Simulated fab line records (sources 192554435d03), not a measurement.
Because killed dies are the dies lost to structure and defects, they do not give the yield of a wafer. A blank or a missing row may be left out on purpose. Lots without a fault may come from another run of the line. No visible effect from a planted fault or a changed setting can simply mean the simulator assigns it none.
Matching of chambers    flow n5 finfet    N5_BEOL_M2_ETCHBACK_99 on rie diel-02 has 4 sister chambers
The step etches SiO2 in CHF3, target depth 5 nm, time 10.4 s. 16 wafers are shown with their chamber, then 8 later ones without.

WAFERS, EACH WITH ITS CHAMBER
wafer   chamber  drypump motor current A (A)  showerhead plenum p Torr (Torr)  throttle valve pct (%)
L082.1  2        6.3                          2.30                             17.11
L082.4  3        5.2                          2.16                             17.16
L082.6  0        4.9                          2.13                             16.86
L085.1  2        6.3                          2.30                             17.12
L085.2  3        5.2                          2.16                             17.18
L085.3  0        4.9                          2.12                             16.87
L086.3  0        4.8                          2.12                             16.88
L086.4  3        5.2                          2.16                             17.19
L086.6  0        4.9                          2.12                             16.89
L087.2  2        6.3                          2.29                             17.14
L087.3  1        5.0                          2.28                             17.13
L087.4  0        4.9                          2.12                             16.87
L088.3  0        4.8                          2.12                             16.88
L088.4  1        5.0                          2.28                             17.15
L088.5  3        5.2                          2.16                             17.18
L091.1  3        5.2                          2.15                             17.18

SIGNATURES, as means of the wafers listed above
reading                   chamber 0  chamber 1  chamber 2  chamber 3  scatter within a chamber
drypump motor current A   4.867      5.000      6.300      5.200      0.0333
showerhead plenum p Torr  2.1217     2.2800     2.2967     2.1580     0.00438
throttle valve pct        16.8750    17.1400    17.1233    17.1780    0.0119
Rule: for each reading, subtract the chamber's mean from the wafer's reading, divide by that reading's scatter and square the result; add these up over the readings and take the root, which gives the wafer's distance from the chamber. The wafer belongs to the nearest chamber; if the next one is less than 2 further off, it can't be placed. The scatter: the root of (the sum of the squares of (reading less its chamber's mean) over the shown wafers, divided by (wafers less chambers)).

WAFERS MISSING THEIR CHAMBER
wafer   drypump motor current A (A)  showerhead plenum p Torr (Torr)  throttle valve pct (%)
L091.5  6.4                          2.29                             17.15
L091.6  5.0                          2.28                             17.15
L092.1  6.3                          2.29                             17.16
L092.3  5.2                          2.15                             17.18
L092.4  4.9                          2.12                             16.91
L097.2  6.4                          2.29                             17.18
L097.5  5.0                          2.27                             17.18
L097.6  6.4                          2.29                             17.18

WHICH CHAMBER EACH WENT THROUGH
wafer   from the rows above  in truth
L091.5  2                    2
L091.6  1                    1
L092.1  2                    2
L092.3  3                    3
L092.4  0                    0
L097.2  2                    2
L097.5  1                    1
L097.6  2                    2
Correct placement for 8 of the 8. From these rows, 0 cannot be placed. 0 placed wrongly.
